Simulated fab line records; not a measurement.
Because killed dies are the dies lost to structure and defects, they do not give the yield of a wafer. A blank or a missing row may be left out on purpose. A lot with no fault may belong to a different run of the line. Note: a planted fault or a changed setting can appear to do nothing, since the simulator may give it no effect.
Matching of chambers :: flow n5 finfet :: 4 sister chambers for N5_HKMG_FIN_ETCH_67 on rie diel-05
The step etches SOC in N2/H2, stops on TiN, target depth 388.9 nm. 18 wafers are shown with their chamber, then 9 later ones without.

EACH WAFER AND ITS CHAMBER
wafer: L074.1
chamber: 1
drypump motor current A (A): 5.2
throttle valve pct (%): 18.09
oes product au (a.u.): 0.72

wafer: L074.3
chamber: 2
drypump motor current A (A): 6.3
throttle valve pct (%): 17.65
oes product au (a.u.): 0.86

wafer: L074.5
chamber: 2
drypump motor current A (A): 6.3
throttle valve pct (%): 17.65
oes product au (a.u.): 0.85

wafer: L076.2
chamber: 2
drypump motor current A (A): 6.3
throttle valve pct (%): 17.65
oes product au (a.u.): 0.84

wafer: L076.4
chamber: 0
drypump motor current A (A): 6.1
throttle valve pct (%): 17.57
oes product au (a.u.): 0.77

wafer: L076.6
chamber: 0
drypump motor current A (A): 6.0
throttle valve pct (%): 17.58
oes product au (a.u.): 0.77

wafer: L077.1
chamber: 3
drypump motor current A (A): 5.6
throttle valve pct (%): 18.19
oes product au (a.u.): 0.67

wafer: L077.2
chamber: 2
drypump motor current A (A): 6.3
throttle valve pct (%): 17.67
oes product au (a.u.): 0.83

wafer: L077.6
chamber: 0
drypump motor current A (A): 6.1
throttle valve pct (%): 17.59
oes product au (a.u.): 0.76

wafer: L078.1
chamber: 0
drypump motor current A (A): 6.1
throttle valve pct (%): 17.60
oes product au (a.u.): 0.76

wafer: L078.4
chamber: 1
drypump motor current A (A): 5.2
throttle valve pct (%): 18.12
oes product au (a.u.): 0.72

wafer: L078.6
chamber: 2
drypump motor current A (A): 6.3
throttle valve pct (%): 17.69
oes product au (a.u.): 0.84

wafer: L083.1
chamber: 2
drypump motor current A (A): 6.3
throttle valve pct (%): 17.67
oes product au (a.u.): 0.82

wafer: L083.2
chamber: 1
drypump motor current A (A): 5.2
throttle valve pct (%): 18.15
oes product au (a.u.): 0.71

wafer: L083.5
chamber: 2
drypump motor current A (A): 6.3
throttle valve pct (%): 17.69
oes product au (a.u.): 0.83

wafer: L087.1
chamber: 3
drypump motor current A (A): 5.6
throttle valve pct (%): 17.80
oes product au (a.u.): 0.95

wafer: L087.2
chamber: 2
drypump motor current A (A): 6.3
throttle valve pct (%): 17.71
oes product au (a.u.): 0.82

wafer: L087.3
chamber: 0
drypump motor current A (A): 6.1
throttle valve pct (%): 17.63
oes product au (a.u.): 0.74

SIGNATURES (averages over the wafers above)
reading: drypump motor current A
chamber 0: 6.080
chamber 1: 5.200
chamber 2: 6.300
chamber 3: 5.600
scatter within a chamber: 0.0239

reading: throttle valve pct
chamber 0: 17.5940
chamber 1: 18.1200
chamber 2: 17.6725
chamber 3: 17.9950
scatter within a chamber: 0.0772

reading: oes product au
chamber 0: 0.7600
chamber 1: 0.7167
chamber 2: 0.8362
chamber 3: 0.8100
scatter within a chamber: 0.0543
Rule: a wafer lies at a distance from a chamber equal to the root of the sum of squares, over the readings, of (its reading less the chamber's mean, divided by the reading's scatter). If the next closest chamber is less than 2 further off than the closest, the wafer can't be placed; otherwise it belongs to the closest. The scatter: the root of (the sum of the squares of (reading less its chamber's mean) over the shown wafers, divided by (wafers less chambers)).

WAFERS WHOSE CHAMBER IS MISSING
wafer: L088.3
drypump motor current A (A): 6.3
throttle valve pct (%): 17.71
oes product au (a.u.): 0.82

wafer: L088.5
drypump motor current A (A): 6.4
throttle valve pct (%): 17.70
oes product au (a.u.): 0.82

wafer: L088.6
drypump motor current A (A): 5.6
throttle valve pct (%): 17.82
oes product au (a.u.): 0.93

wafer: L091.1
drypump motor current A (A): 6.3
throttle valve pct (%): 17.72
oes product au (a.u.): 0.81

wafer: L091.2
drypump motor current A (A): 5.6
throttle valve pct (%): 17.82
oes product au (a.u.): 0.91

wafer: L091.6
drypump motor current A (A): 6.3
throttle valve pct (%): 17.71
oes product au (a.u.): 0.81

wafer: L096.2
drypump motor current A (A): 6.3
throttle valve pct (%): 17.74
oes product au (a.u.): 0.80

wafer: L096.3
drypump motor current A (A): 5.6
throttle valve pct (%): 17.84
oes product au (a.u.): 0.88

wafer: L096.6
drypump motor current A (A): 6.3
throttle valve pct (%): 17.72
oes product au (a.u.): 0.80

WHICH CHAMBER EACH ONE RAN IN
wafer: L088.3
from the rows above: 2
in truth: 2

wafer: L088.5
from the rows above: 2
in truth: 2

wafer: L088.6
from the rows above: 3
in truth: 3

wafer: L091.1
from the rows above: 2
in truth: 2

wafer: L091.2
from the rows above: 3
in truth: 3

wafer: L091.6
from the rows above: 2
in truth: 2

wafer: L096.2
from the rows above: 2
in truth: 2

wafer: L096.3
from the rows above: 3
in truth: 3

wafer: L096.6
from the rows above: 2
in truth: 2
Placed correctly: 9 of 9. Number that these rows cannot place: 0. Wrongly placed: 0.
